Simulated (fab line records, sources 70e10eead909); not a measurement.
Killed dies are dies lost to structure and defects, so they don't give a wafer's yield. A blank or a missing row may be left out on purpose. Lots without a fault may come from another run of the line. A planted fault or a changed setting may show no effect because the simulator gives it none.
Which tool did it? | flow nand_harc | 13 lots, 39 wafers sampled, at 1 step of a route of 1302

WHAT THE GAUGES READ, wafer by wafer
NHARC_A_BONDPAD_OVL_MEAS_35. Usual: overlay_x_nm 0 nm, standard deviation 5.6; overlay_y_nm 1 nm, standard deviation 6.7.
lot  | measured     | on         | overlay_x_nm (nm) | overlay_y_nm (nm) | flag
L167 | day 23 10:32 | overlay-01 | 1 1 1             | 0 0 0             |
L168 | day 23 17:53 | overlay-01 | -2 -2 -2          | -4 -4 -5          |
L166 | day 23 18:25 | overlay-01 | -1 -1 -1          | 0 0 0             |
L169 | day 23 20:55 | overlay-02 | -1 -1 -1          | 11 11 12          |
L170 | day 24 13:20 | overlay-01 | -9 -7 -8          | 8 7 8             |
L174 | day 26 04:53 | overlay-02 | 1 1 2             | 2 3 2             |
L175 | day 26 16:17 | overlay-02 | 8 8 8             | 2 2 2             |
L179 | day 28 16:08 | overlay-01 | -5 -5 -5          | 4 4 4             |
L182 | day 29 22:07 | overlay-01 | -3 -3 -3          | 4 4 4             |
L185 | day 31 04:51 | overlay-01 | -2 -2 -1          | -12 -12 -13       |
L188 | day 31 08:11 | overlay-01 | 4 5 4             | -3 -3 -3          |
L187 | day 31 12:04 | overlay-01 | -4 -3 -3          | 6 5 5             |
L189 | day 32 18:16 | overlay-01 | 1 2 1             | -7 -7 -6          |

WHICH TOOL RAN EACH LOT (tool, then ch and the chambers of the sampled wafers, then the start)
The record holds no process step before these readings.

WHAT THE TOOLS THEMSELVES READ (means of the sampled wafers that have a number; where no wafer has one, the mark that the record gives instead)
The record holds no such reading with a usual standard deviation.

THE ANSWER, worked out from the rows above alone
Rule: a lot is off if the mean of its wafers that have a number lies more than 3 standard deviations from the usual mean. A lot without any number at a reading at which 4 lots or more have one is off too. The other lots that the step has rows for count as sound. The gauges are gone through in route order, then the tools' own readings, and for those a lot's mean is taken as printed above. The first step at which some lot is off is used, and at that step the reading that is off furthest; a lot without a number counts as furthest.
No lot is off at any reading shown: from this, nothing can be told.

WHAT THE SIMULATOR HAD PUT IN
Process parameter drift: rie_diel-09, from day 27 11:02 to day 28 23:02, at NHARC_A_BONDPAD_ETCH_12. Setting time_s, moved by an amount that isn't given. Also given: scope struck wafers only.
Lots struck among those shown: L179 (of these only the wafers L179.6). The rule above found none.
